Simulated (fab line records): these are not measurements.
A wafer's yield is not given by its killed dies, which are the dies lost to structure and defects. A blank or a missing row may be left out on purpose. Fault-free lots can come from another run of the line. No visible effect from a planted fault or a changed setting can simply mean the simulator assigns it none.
Chamber matching ; flow n5-finfet ; 4 sister chambers for N5_BEOL_M10_STRIP_67 on rie-diel-03
The step strips in CF4. 16 wafers are shown with their chamber, then 8 later ones without.

EACH WAFER AND ITS CHAMBER
wafer;chamber;drypump-motor-current-A (A);showerhead-plenum-p-Torr (Torr);throttle-valve-pct (%)
L074.1;0;5.85;1.81;12.95
L074.2;2;4.94;1.90;13.47
L074.6;3;5.42;1.81;13.47
L075.2;0;5.84;1.81;12.97
L075.3;2;4.93;1.90;13.49
L075.5;1;5.84;1.84;13.36
L082.1;0;5.84;1.81;12.98
L082.2;1;5.83;1.84;13.39
L082.4;3;5.43;1.81;13.53
L085.1;1;5.82;1.84;13.41
L085.2;2;4.94;1.89;13.53
L085.6;2;4.92;1.89;13.51
L086.2;0;5.80;1.81;13.00
L086.3;3;5.44;1.80;13.55
L086.4;1;5.82;1.83;13.42
L090.1;0;5.82;1.81;13.00

SIGNATURES (means of the wafers above)
reading;chamber 0;chamber 1;chamber 2;chamber 3;scatter within a chamber
drypump-motor-current-A;5.8300;5.8275;4.9325;5.4300;0.014
showerhead-plenum-p-Torr;1.8100;1.8375;1.8950;1.8067;0.00449
throttle-valve-pct;12.9800;13.3950;13.5000;13.5167;0.0279
Rule: a wafer's distance from a chamber is the root of the sum, over the readings, of the square of ((its reading less the chamber's mean) divided by the reading's scatter). The wafer belongs to the nearest chamber; if the next one is less than 2 further off, it can't be placed. The scatter: the root of (the sum of the squares of (reading less its chamber's mean) over the shown wafers, divided by (wafers less chambers)).

WAFERS WITH NO CHAMBER GIVEN
wafer;drypump-motor-current-A (A);showerhead-plenum-p-Torr (Torr);throttle-valve-pct (%)
L090.2;5.84;1.83;13.42
L090.4;5.44;1.80;13.57
L094.2;5.84;1.80;13.03
L094.3;5.83;1.83;13.48
L094.4;4.93;1.88;13.59
L096.2;5.81;1.80;13.05
L096.3;4.92;1.88;13.57
L096.5;5.44;1.80;13.62

WHICH CHAMBER EACH ONE RAN IN
wafer;from the rows above;in truth
L090.2;1;1
L090.4;3;3
L094.2;0;0
L094.3;1;1
L094.4;2;2
L096.2;0;0
L096.3;2;2
L096.5;3;3
Placed correctly: 8 of 8. Left unplaced by these rows: 0. 0 placed wrongly.
